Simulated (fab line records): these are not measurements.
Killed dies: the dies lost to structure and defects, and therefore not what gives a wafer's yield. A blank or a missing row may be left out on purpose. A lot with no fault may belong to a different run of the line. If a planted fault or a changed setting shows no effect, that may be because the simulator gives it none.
fab line records	flow nandHarc
record lots=6	wafers=18	lastDay=33
route steps=1302 shown P_GATE@119 END@1302
lots untouched by any fault: they come from a run of this same line in which no faults occurred
startH: the number of hours between the record's first day and the start of the first shown wafer of the lot	waitH: how many hours have passed since the lot's step before this one	" identical to the entry in the row above	L1.1+2: a single row standing in for several wafers	- no value, or no start given	* or withheld: withheld	< > ~ a bound
route shown NAME@n: names a module that has steps shown in the file, with the first one's number in the route	usual: mean and standard deviation over wafers with no fault	same: alike in all rows	chamber/n: place in a boat	sites: the reading at each site	_std_site: the standard deviation of these	_edge_site: the outer-site mean with the inner-site mean subtracted	radiusMm: for every site, how far away it sits from the centre of the wafer	mask NAME#n: copy n	behind: the tool/chamber that last shaped the wafer	hold: cause of the lot's hold/its duration in hours/its outcome	device: names the non-switching transistor (n, p or np)	end of line: the route-end tests of the same wafers	a step without rows: its recipe alone	killed: not the wafer's yield, but the dies lost to structure and defects at the first sort	map: a wafer's dies, x killed, . not, _ none there
set.NAME: the setting the step ran with; set.NAME@STEP: the setting that earlier step ran with	model.NAME: the simulator's own value behind a step, which no gauge read
lots at some steps of the route; a table a step, a row a wafer
services: when a tool's chamber went out of use (startH, in hours from the record's first day, below 0 if earlier), for how many hours, and the reason
## steps
# step NHARC_P_GATE_EXPOSE_08
# recipe na=0.6	doseMj=16.75	maskId=P_HV
# step NHARC_P_GATE_PEB_09
# recipe pebTempC=118	pebTimeS=85
# step NHARC_P_GATE_DEVELOP_10
# recipe timeS=70
# step NHARC_P_GATE_CD_MEAS_11
# recipe targetCdNm=1640	landingEnergyEv=500
# usual cdNm=1638.4/1.6
lot.wafer	tool	chamber	startH	waitH	cdNm
L929.2	cdSem-01	0	103.37	-	1638.4
L929.3	"	0	"	"	1636.7
L929.6	"	0	"	"	1637.3
L931.2	cdSem-02	0	116.95	-	1637.7
L931.5	"	0	"	"	1639.4
L931.6	"	0	"	"	1639.4
L944.1	cdSem-02	0	246.98	-	1639.6
L944.2	"	0	"	"	1639.4
L944.5	"	0	"	"	1641.4
L945.2	cdSem-03	0	260.49	-	1636.0
L945.3	"	0	"	"	1636.3
L945.6	"	0	"	"	1636.1
L949.1	cdSem-03	0	307.36	-	1639.9
L949.2	"	0	"	"	1639.2
L949.3	"	0	"	"	1640.5
L950.1	cdSem-03	0	312.37	-	1636.5
L950.3	"	0	"	"	1637.5
L950.5	"	0	"	"	1635.7
# step NHARC_P_GATE_HARDBAKE_12
# recipe tempC=125	timeS=80
# step NHARC_P_GATE_DESCUM_13
# recipe timeS=3	o2FlowSccm=200	arFlowSccm=0	biasPowerW=0	chemistry=O2
# step NHARC_P_GATE_ETCH_14
# recipe targetDepthA=488	chemistry=dHF	material=SiO2
# step NHARC_P_GATE_STRIP_15
# recipe timeS=780	tempC=130	chemistry=SPM
# step NHARC_P_GATE_PRECLEAN_71
# recipe timeS=*	tempC=50	bathAgeMin=0	chemistry=SC1
# step NHARC_P_GATE_SRD_72
# step NHARC_P_GATE_OXIDE_16
# recipe targetThkA=30	tempC=875	oxTimeS=392	material=SiO2
# step NHARC_P_GATE_CVD_17
# recipe targetThkA=1500	tempC=620	timeS=900	material=poly-Si
# step NHARC_P_GATE_HM_DEP_102
# recipe targetThkA=1200	tempC=400	material=aC
# usual throttleValvePct=35.000/0.0096
lot.wafer	tool	chamber	startH	waitH	throttleValvePct
L929.2	aclDep-01	0	120.46	3.7	34.999
L929.3	"	0	"	"	34.991
L929.6	"	0	"	"	34.993
L931.2	aclDep-01	0	132.38	2.3	35.004
L931.5	"	0	"	"	35.010
L931.6	"	0	"	"	35.018
L944.1	aclDep-01	0	261.54	1.9	35.001
L944.2	"	0	"	"	34.997
L944.5	"	0	"	"	35.006
L945.2	aclDep-02	0	275.90	3.3	35.005
L945.3	"	0	"	"	34.992
L945.6	"	0	"	"	34.989
L950.1	aclDep-01	0	322.71	0.4	34.992
L950.3	"	0	"	"	34.990
L950.5	"	0	"	"	34.993
L949.1	aclDep-02	0	322.71	0.4	35.031
L949.2	"	0	"	"	35.016
L949.3	"	0	"	"	35.000
# step NHARC_P_GATE_DEP_103
# recipe targetThkA=300	targetThkNm=30	tempC=400	flowSccm=200	rfW=350	material=SiON
# usual heaterPowerW=741/77
lot.wafer	tool	chamber	startH	waitH	heaterPowerW
L929.2	pecvd-02	0	121.00	0.4	647
L929.3	"	2	"	"	641
L929.6	"	0	"	"	644
L931.2	pecvd-03	0	133.00	0.5	804
L931.5	"	1	"	"	905
L931.6	"	0	"	"	777
L944.1	pecvd-01	0	262.20	0.6	758
L944.2	"	2	"	"	710
L944.5	"	1	"	"	791
L945.3	pecvd-02	0	276.45	0.3	667
L945.2	"	2	"	"	703
L945.6	"	0	"	"	652
L949.1	pecvd-02	0	323.38	0.6	615
L949.3	"	1	"	"	772
L949.2	"	2	"	"	718
L950.1	pecvd-03	1	323.46	0.6	778
L950.3	"	2	"	"	709
L950.5	"	1	"	"	784
# step NHARC_P_GATE_DEHYDRATE_18
# recipe tempC=150	timeS=120
# step NHARC_P_GATE_HMDS_19
# recipe timeS=30
# step NHARC_P_GATE_COAT_20
# recipe spinRpm=1500	resistThkNm=90
# step NHARC_P_GATE_SOFTBAKE_21
# recipe tempC=105	timeS=55
# step NHARC_P_GATE_EBR_22
# step NHARC_P_GATE_EXPOSE_23
# recipe na=1.35	targetCdNm=120	doseMj=93.91	maskId=P_GATE
# step NHARC_P_GATE_PEB_24
# recipe pebTempC=100	pebTimeS=65
# step NHARC_P_GATE_DEVELOP_25
# recipe developTimeS=35	devTempC=23
# step NHARC_P_GATE_CD_MEAS_26
# recipe targetCdNm=120	landingEnergyEv=500
# usual cdNm=120.0/0.63
lot.wafer	tool	chamber	startH	waitH	cdNm
L929.2	cdSem-03	0	121.68	-	120.0
L929.3	"	0	"	"	120.1
L929.6	"	0	"	"	119.6
L931.2	cdSem-01	0	133.60	-	120.8
L931.5	"	0	"	"	120.6
L931.6	"	0	"	"	120.3
L944.1	cdSem-03	0	262.88	-	120.1
L944.2	"	0	"	"	119.2
L944.5	"	0	"	"	118.8
L945.2	cdSem-01	0	277.13	-	120.4
L945.3	"	0	"	"	120.9
L945.6	"	0	"	"	120.6
L949.1	cdSem-02	0	324.06	-	119.9
L949.2	"	0	"	"	120.5
L949.3	"	0	"	"	120.5
L950.1	cdSem-02	0	324.21	-	120.2
L950.3	"	0	"	"	119.4
L950.5	"	0	"	"	120.1
# step NHARC_P_GATE_OVL_MEAS_27
# usual overlayXNm=0.1/0.79	overlayYNm=0.0/1.1
lot.wafer	tool	chamber	startH	waitH	overlayXNm	overlayYNm
L929.2	overlay-01	-	121.77	-	-0.4	0.3
L929.3	"	-	"	"	-0.3	0.7
L929.6	"	-	"	"	0.3	0.5
L931.2	overlay-02	-	133.69	-	0.3	-0.3
L931.5	"	-	"	"	-0.4	0.2
L931.6	"	-	"	"	-0.6	0.0
L944.1	overlay-01	-	262.97	-	1.2	-2.1
L944.2	"	-	"	"	1.4	-1.7
L944.5	"	-	"	"	0.9	-1.8
L945.2	overlay-01	-	277.21	-	1.1	1.4
L945.3	"	-	"	"	1.2	1.5
L945.6	"	-	"	"	1.2	0.9
L949.1	overlay-02	-	324.14	-	-0.3	1.1
L949.2	"	-	"	"	-0.1	1.2
L949.3	"	-	"	"	-0.2	1.0
L950.1	overlay-01	-	324.30	-	-0.1	0.3
L950.3	"	-	"	"	-0.5	0.4
L950.5	"	-	"	"	0.1	0.7
# step NHARC_P_GATE_INSPECT_28
# usual rawDefectCount=6.4/2.9
lot.wafer	tool	chamber	startH	waitH	rawDefectCount
L929.2	defectInspect-02	-	121.80	0.0	273
L929.3	"	-	"	"	278
L929.6	"	-	"	"	269
L931.2	defectInspect-02	-	133.72	0.0	284
L931.5	"	-	"	"	279
L931.6	"	-	"	"	260
L944.1	defectInspect-02	-	263.00	0.0	4
L944.2	"	-	"	"	6
L944.5	"	-	"	"	4
L945.2	defectInspect-02	-	277.25	0.0	6
L945.3	"	-	"	"	3
L945.6	"	-	"	"	6
L949.1	defectInspect-02	-	324.18	0.0	5
L949.2	"	-	"	"	2
L949.3	"	-	"	"	7
L950.1	defectInspect-02	-	324.33	0.0	12
L950.3	"	-	"	"	7
L950.5	"	-	"	"	1
# step NHARC_P_GATE_DESCUM_31
# recipe timeS=3	o2FlowSccm=200	arFlowSccm=0	biasPowerW=0	chemistry=O2
# step NHARC_P_GATE_ETCH_104
# recipe targetDepthA=600	timeS=withheld	cf4FlowSccm=100	chf3FlowSccm=30	arFlowSccm=0	rfW=500	biasW=200	chemistry=CF4/CHF3
# usual drypumpMotorCurrentA=5.7/0.45	oesProductAu=0.952/0.024	rfVppV=371.3/2	showerheadPlenumPTorr=1.59/0.054	throttleValvePct=16.802/0.0095
lot.wafer	tool	chamber	startH	waitH	drypumpMotorCurrentA	oesProductAu	rfVppV	showerheadPlenumPTorr	throttleValvePct
L929.2	rieDiel-10	2	121.95	0.1	4.9	0.943	375.6	1.67	16.791
L929.3	"	3	"	"	5.1	0.932	372.1	1.60	16.797
L929.6	"	1	"	"	5.9	0.930	372.3	1.57	16.802
L931.2	rieDiel-09	0	133.87	0.1	5.7	0.943	373.3	1.66	16.811
L931.5	"	0	"	"	5.7	0.931	374.8	1.67	16.802
L931.6	"	1	"	"	6.7	0.933	368.4	1.54	16.805
L944.2	rieDiel-09	1	263.15	0.1	6.7	0.937	369.8	1.54	16.815
L944.1	"	3	"	"	6.0	0.982	373.0	1.65	16.797
L944.5	"	1	"	"	6.6	0.933	370.2	1.54	16.811
L945.3	rieDiel-10	3	277.39	0.1	5.1	0.959	371.4	1.60	16.808
L945.2	"	0	"	"	5.8	0.940	369.3	1.54	16.806
L945.6	"	0	"	"	5.8	0.924	370.8	1.54	16.795
L949.1	rieDiel-04	1	324.33	0.1	6.0	0.955	373.8	1.68	16.793
L949.2	"	2	"	"	5.9	0.987	370.0	1.52	16.797
L949.3	"	3	"	"	5.4	0.983	371.3	1.58	16.792
L950.3	rieDiel-10	2	324.48	0.1	4.9	0.971	373.1	1.66	16.800
L950.1	"	1	"	"	5.9	0.980	369.3	1.56	16.792
L950.5	"	3	"	"	5.1	0.988	372.4	1.60	16.815
# step NHARC_P_GATE_HM_OPEN_105
# recipe targetDepthA=3600	o2FlowSccm=400	cosFlowSccm=20	arFlowSccm=0	rfW=500	biasW=300	chemistry=O2/COS
# step NHARC_P_GATE_STRIP_106
# recipe o2FlowSccm=400	cosFlowSccm=20	arFlowSccm=0	biasW=0	chemistry=O2/COS
# step NHARC_P_GATE_ETCH_114
# recipe targetDepthA=300	overetchA=30	timeS=16.5	ionEnergyEv=100	cf4FlowSccm=80	o2FlowSccm=20	arFlowSccm=0	rfW=300	biasW=100	chemistry=CF4/O2
# step NHARC_P_GATE_ETCH_32
# recipe targetDepthA=1500	overEtchFrac=1	overEtchIonEnergyEv=40	timeS=100.1	hbrFlowSccm=150	cl2FlowSccm=50	rfW=400	icpW=400	biasW=100	chemistry=HBr/Cl2
# usual drypumpMotorCurrentA=5.7/0.48	heBacksideLeakSccm=2.68/0.2	oesProductAu=0.996/0.01	throttleValvePct=26.406/0.0087
lot.wafer	tool	chamber	startH	waitH	drypumpMotorCurrentA	heBacksideLeakSccm	oesProductAu	rfHoursCounterH	throttleValvePct
L929.2	rieSi-04	0	122.33	-	5.1	2.51	1.009	0.72	26.409
L929.3	"	3	"	"	6.0	2.89	0.996	0.66	26.413
L929.6	"	1	"	"	5.9	2.77	0.988	-	26.409
L931.2	rieSi-01	3	134.26	-	4.9	2.47	0.994	0.76	26.415
L931.5	"	2	"	"	5.8	2.81	0.989	-	26.400
L931.6	"	3	"	"	5.0	2.61	1.005	-	26.405
L944.1	rieSi-04	1	263.54	-	5.9	2.78	0.997	0.46	26.405
L944.2	"	3	"	"	6.0	3.05	0.989	0.49	26.415
L944.5	"	1	"	"	5.9	2.66	0.996	-	26.399
L945.3	rieSi-04	0	277.79	-	5.1	2.59	0.995	0.54	26.394
L945.2	"	1	"	"	5.9	2.52	0.982	0.54	26.400
L945.6	"	3	"	"	6.0	2.93	0.984	-	26.403
L949.1	rieSi-05	1	324.70	-	5.8	2.87	1.010	0.07	26.394
L949.2	"	3	"	"	5.6	2.89	1.017	0.06	26.395
L949.3	"	0	"	"	5.4	2.81	0.990	0.07	26.404
L950.3	rieSi-04	0	325.33	-	5.1	2.78	1.002	1.01	26.418
L950.1	"	2	"	"	5.4	2.24	0.994	0.98	26.418
L950.5	"	3	"	"	6.1	2.97	0.997	-	26.390
# step NHARC_P_GATE_STRIP_108
# recipe o2FlowSccm=500	arFlowSccm=0	biasW=0	chemistry=O2
# step NHARC_P_GATE_CD_MEAS_33
# usual cdNm=120.1/2.5
lot.wafer	tool	chamber	startH	waitH	cdNm
L929.2	cdSem-02	-	122.67	-	120.8
L929.3	"	-	"	"	121.5
L929.6	"	-	"	"	124.8
L931.2	cdSem-02	-	134.62	-	121.5
L931.5	"	-	"	"	123.1
L931.6	"	-	"	"	117.7
L944.1	cdSem-03	-	263.87	-	117.6
L944.2	"	-	"	"	118.4
L944.5	"	-	"	"	119.0
L945.2	cdSem-02	-	278.11	-	121.0
L945.3	"	-	"	"	118.8
L945.6	"	-	"	"	116.1
L949.1	cdSem-01	-	325.03	-	120.7
L949.2	"	-	"	"	120.7
L949.3	"	-	"	"	119.7
L950.1	cdSem-03	-	325.65	-	123.8
L950.3	"	-	"	"	120.8
L950.5	"	-	"	"	119.3
# step NHARC_P_GATE_STRIP_35
# recipe timeS=600	tempC=130	chemistry=SPM
# step NHARC_P_GATE_PRECLEAN_73
# recipe timeS=*	tempC=50	bathAgeMin=0	chemistry=SC1
# step NHARC_P_GATE_SRD_74
# step NHARC_P_GATE_ALD_36
# recipe targetThkA=200	pulseTimeS=60	aldCycles=223	tempC=400	material=SiNx
# step NHARC_P_GATE_ETCHBACK_37
# recipe targetDepthA=345	timeS=17.2	chf3FlowSccm=50	o2FlowSccm=10	arFlowSccm=200	rfW=500	biasW=200	chemistry=CHF3/O2
# usual drypumpMotorCurrentA=5.7/0.41	oesProductAu=0.95/0.034	rfVppV=371.3/2	showerheadPlenumPTorr=2.44/0.085	throttleValvePct=20.573/0.009
lot.wafer	tool	chamber	startH	waitH	drypumpMotorCurrentA	oesProductAu	rfHoursCounterH	rfVppV	showerheadPlenumPTorr	throttleValvePct
L929.3	rieDiel-04	1	-	-	6.0	0.93	5.6	375.5	2.58	20.573
L929.2	"	2	"	"	5.8	0.92	6.0	367.0	2.32	20.583
L929.6	"	2	"	"	5.8	0.92	-	368.1	2.32	20.582
L931.2	rieDiel-04	3	-	-	5.4	1.00	6.5	370.7	2.41	20.594
L931.6	"	0	"	"	5.4	1.01	-	371.6	2.40	20.567
L931.5	"	1	"	"	6.0	1.01	-	374.4	2.58	20.571
L944.2	rieDiel-09	2	-	-	5.7	0.94	6.7	369.3	2.37	20.585
L944.1	"	3	"	"	6.0	0.96	7.6	373.9	2.51	20.585
L944.5	"	0	"	"	5.7	0.95	-	374.2	2.54	20.565
L945.2	rieDiel-04	0	-	-	5.4	0.91	6.0	370.5	2.40	20.561
L945.3	"	1	"	"	6.0	0.92	5.5	374.3	2.57	20.567
L945.6	"	3	"	"	5.4	0.94	-	370.0	2.41	20.560
L949.1	rieDiel-04	3	-	-	5.4	0.93	8.9	371.9	2.41	20.565
L949.3	"	1	"	"	6.0	0.92	9.7	374.2	2.57	20.576
L949.2	"	2	"	"	5.9	0.92	8.6	368.8	2.32	20.559
L950.1	rieDiel-04	3	-	-	5.4	0.97	9.0	371.8	2.41	20.584
L950.3	"	2	"	"	5.9	0.96	8.6	368.8	2.31	20.580
L950.5	"	0	"	"	5.4	0.95	-	370.0	2.40	20.583
# step NHARC_P_GATE_STRIP_101
# recipe timeS=20	o2FlowSccm=500	arFlowSccm=0	biasW=0	chemistry=O2
# usual drypumpMotorCurrentA=5.7/0.41	oesProductAu=1.001/0.0098	rfVppV=57.9/0.92	showerheadPlenumPTorr=3.58/0.12	throttleValvePct=17.037/0.0085
lot.wafer	tool	chamber	startH	waitH	drypumpMotorCurrentA	oesProductAu	rfHoursCounterH	rfVppV	showerheadPlenumPTorr	throttleValvePct
L929.2	rieDiel-04	2	132.81	0.1	5.9	0.991	6.0	58.1	3.41	17.039
L929.3	"	1	"	"	6.1	1.007	5.6	58.3	3.78	17.038
L929.6	"	3	"	"	5.5	0.994	-	58.5	3.55	17.028
L931.2	rieDiel-04	1	144.70	0.1	6.0	1.002	5.9	57.7	3.78	17.037
L931.5	"	3	"	"	5.4	0.999	-	57.5	3.55	17.031
L931.6	"	0	"	"	5.4	1.000	-	57.6	3.53	17.033
L944.1	rieDiel-09	3	273.96	0.1	6.0	1.011	7.6	57.6	3.69	17.035
L944.2	"	0	"	"	5.7	1.012	8.5	57.4	3.73	17.024
L944.5	"	1	"	"	6.7	0.993	-	57.6	3.45	17.041
L945.3	rieDiel-04	3	288.19	0.1	5.4	1.009	6.0	57.9	3.54	17.042
L945.2	"	0	"	"	5.4	0.986	6.0	59.1	3.53	17.029
L945.6	"	2	"	"	5.9	0.995	-	57.0	3.41	17.032
L949.1	rieDiel-04	2	335.03	0.1	5.8	1.001	8.6	57.1	3.40	17.034
L949.3	"	3	"	"	5.4	1.000	9.0	58.1	3.54	17.039
L949.2	"	1	"	"	6.0	0.995	9.7	59.2	3.77	17.032
L950.3	rieDiel-04	2	335.86	0.1	5.8	0.992	8.6	58.1	3.40	17.032
L950.1	"	0	"	"	5.4	0.991	10.2	58.1	3.53	17.042
L950.5	"	2	"	"	5.8	0.998	-	58.5	3.40	17.030
# step NHARC_P_GATE_PRECLEAN_97
# recipe timeS=600	tempC=120	chemistry=SPM
# step NHARC_P_GATE_SRD_98
# step NHARC_P_GATE_PRECLEAN_99
# recipe timeS=*	tempC=50	bathAgeMin=0	chemistry=SC1
# step NHARC_P_GATE_INSPECT_68
# usual rawDefectCount=199/64
lot.wafer	tool	chamber	startH	waitH	rawDefectCount
L929.2	defectInspect-01	-	140.16	0.1	487
L929.3	"	-	"	"	446
L929.6	"	-	"	"	574
L931.2	defectInspect-02	-	155.46	0.1	435
L931.5	"	-	"	"	455
L931.6	"	-	"	"	399
L944.1	defectInspect-01	-	281.16	0.2	144
L944.2	"	-	"	"	191
L944.5	"	-	"	"	135
L945.2	defectInspect-01	-	295.63	0.1	180
L945.3	"	-	"	"	307
L945.6	"	-	"	"	327
L949.1	defectInspect-02	-	342.62	0.2	136
L949.2	"	-	"	"	176
L949.3	"	-	"	"	222
L950.1	defectInspect-01	-	343.22	0.2	187
L950.3	"	-	"	"	165
L950.5	"	-	"	"	153
# step NHARC_END_SORT_01
# recipe tempC=25
# usual killedAtArray=56/18	killedAtOther=1.4/1.5	killedAtPeriphery=4/3.1	killedDies=61/19	killedOpen=3.5/1.8	killedShort=2.4/1.4
# same grossDies=677
lot.wafer	tool	chamber	startH	waitH	killedAtArray	killedAtOther	killedAtPeriphery	killedDies	killedOpen	killedShort
L929.2	prober-01	0	593.74	2.8	49	2	48	99	3	2
L929.3	prober-01	0	594.53	3.1	52	2	48	102	5	2
L929.6	prober-01	0	596.91	4.0	57	2	47	106	3	2
L931.2	prober-02	0	601.75	2.8	73	2	51	126	6	3
L931.5	prober-02	0	604.10	3.6	73	4	49	126	2	2
L931.6	prober-02	0	604.88	3.9	78	3	47	128	3	2
# killed by level:class
L929.2 P_GATE:unspecified=46 A_CHANNEL_HOLE_D2:chamberFilmFlake=35 A_CHANNEL_HOLE_D1:chamberFilmFlake=3 A_WL_FILL:geometricParticle:short=2 A_M0:geometricParticle:open=2 A_DECK1_JOINT:chamberFilmFlake=2 THIN_TSV:chamberFilmFlake=2 A_ONON_D2:geometricParticle:open=1
L929.3 P_GATE:unspecified=43 A_CHANNEL_HOLE_D2:chamberFilmFlake=35 A_CONTACT:chamberFilmFlake=3 P_M2:chamberFilmFlake=3 A_STAIRCASE:chamberFilmFlake=3 THIN_TSV:chamberFilmFlake=2 P_CONTACT:geometricParticle:open=1 P_M0:geometricParticle:open=1
L929.6 P_GATE:unspecified=43 A_CHANNEL_HOLE_D2:chamberFilmFlake=39 A_CONTACT:chamberFilmFlake=4 P_M2:chamberFilmFlake=3 THIN_TSV:chamberFilmFlake=2 A_CHANNEL_HOLE_D1:chamberFilmFlake=2 A_CHANNEL_FILL_D2:chamberFilmFlake=2 A_BONDPAD:chamberFilmFlake=2
L931.2 P_GATE:unspecified=47 A_CHANNEL_HOLE_D2:chamberFilmFlake=31 A_CHANNEL_HOLE_D1:chamberFilmFlake=26 A_STAIRCASE:chamberFilmFlake=3 A_BLC:geometricParticle:open=2 A_M0:geometricParticle:open=2 A_DECK1_JOINT:chamberFilmFlake=2 A_CHANNEL_FILL_D2:chamberFilmFlake=2
L931.5 P_GATE:unspecified=43 A_CHANNEL_HOLE_D2:chamberFilmFlake=31 A_CHANNEL_HOLE_D1:chamberFilmFlake=30 THIN_TSV:chamberFilmFlake=4 P_STI:chamberFilmFlake=3 A_CHANNEL_FILL_D2:chamberFilmFlake=3 P_ZERO_WELL:chamberFilmFlake=2 A_WL_FILL:chamberFilmFlake=2
L931.6 P_GATE:unspecified=47 A_CHANNEL_HOLE_D2:chamberFilmFlake=35 A_CHANNEL_HOLE_D1:chamberFilmFlake=30 A_CHANNEL_FILL_D2:chamberFilmFlake=3 THIN_TSV:chamberFilmFlake=3 A_WL_FILL:geometricParticle:open=2 A_BONDPAD:chamberFilmFlake=2 A_ONON_D1:geometricParticle:short=1
# map L929.6 (x killed, . not)
____________.____________
_________.xx...._________
_______..........._______
______.............______
_____......x......x._____
____...........xxxx..____
____xx.........xx.xx.____
___xxxx........xxxxxx.___
___xxxx.........xxxx..___
__xxxx.......x..xxxxxx.__
__xxxxx..........x.xx..__
_xxxxxxx.....x..xx.x...._
_xxxxxx................._
_xxxx.x.........x......x_
_xxx.xx......x.xx......._
_.xx.........x........x._
..x.x....................
....x....................
..x...............x......
...x..x........x.....x...
...................x.....
_...................x..._
_.........x............._
_......................._
_...................x..._
_........x.............._
__.....................__
__...............x.....__
___.................x.___
___x.x................___
____.................____
____.......x.........____
_____..............._____
______.............______
_______..........._______
_________......._________
____________.____________
# map L931.6 (x killed, . not)
____________.____________
_________......._________
_______..........._______
______...........x.______
_____x.............x_____
____.x.........xx..xx____
____x...........xxx..____
___xxxxx.......xxxxx..___
___xxxx........xxxxxx.___
__xxxx.x.......x.xx...x__
__xxxxx.........xx..x..__
_xxxxx.x..........xx...._
_xxxxxx........xx.x...x._
_xxxxx...x.............._
_xxxx.x..............x.._
_.xx.x.................._
...x.....................
..x......................
...............x.........
..................xx.....
................x.x......
_.................xx...._
_..............xx..x...._
_...............xxxxx..._
_..............xxxxxx..._
_.............x...x....._
__..........x..xxxxx...__
__.............xxx.xx..__
___.x..........xxxxx..___
___...................___
____x................____
____...x.............____
_____.....x........._____
______.............______
_______..........._______
_________...x..._________
____________.____________
## services
tool	chamber	startH	hours	kind
rieDiel-04	0	110.28	1.3	repair
rieSi-05	-	119.09	0.6	repair
rieDiel-04	2	124.07	7.6	repair
rieSi-05	-	128.00	9.0	pm
pecvd-01	-	130.12	13.0	pm
rieDiel-04	0	130.44	4.2	repair
rieSi-01	0	131.02	5.7	repair
pecvd-03	2	132.27	12.4	repair
rieDiel-09	-	143.10	9.0	pm
rieSi-04	2	164.99	8.8	repair
rieSi-04	-	165.00	9.0	pm
rieDiel-04	-	177.90	9.0	pm
pecvd-03	-	185.09	13.0	pm
rieSi-01	2	186.27	2.2	repair
aclDep-01	-	189.04	13.0	pm
rieSi-01	-	193.00	9.0	pm
pecvd-02	-	227.09	13.0	pm
rieSi-01	1	231.38	8.4	repair
aclDep-02	-	242.17	13.0	pm
rieDiel-10	-	242.50	9.0	pm
rieDiel-09	1	246.60	14.7	repair
rieDiel-04	1	293.79	5.0	repair
rieSi-04	0	300.34	1.0	repair
rieDiel-09	-	320.10	9.0	pm
## key
firstSign step=NHARC_P_GATE_INSPECT_28	reading=rawDefectCount	direction=up	sigmas=91	usual=6.4	struck=273.8
effect step=NHARC_P_GATE_INSPECT_68	reading=rawDefectCount	direction=up	sigmas=4.2	usual=199	struck=466
effect step=NHARC_END_SORT_01	reading=killedAtPeriphery	direction=up	sigmas=14	usual=4	struck=48
moreKillsBornAt NHARC_P_GATE_HM_DEP_102@aclDep-01=269
metAt NHARC_P_GATE_HM_DEP_102
struckWafers L929.2,L929.3,L929.6,L931.2,L931.5,L931.6
testerLeftOut L929,L931
fault kind=chamberParticleSource	tool=aclDep-01	chamber=-	onsetH=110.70	steps=NHARC_P_GATE_HM_DEP_102	ratePerVisitCm2=0.39907	endH=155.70
# testerLeftOut: of these lots the tester's yield and bins aren't shown, on N5 and GAA mostly nor the transistor test; their killed dies are dies lost to structure and defects alone, not to doping, threshold or leakage, so they don't give the yield
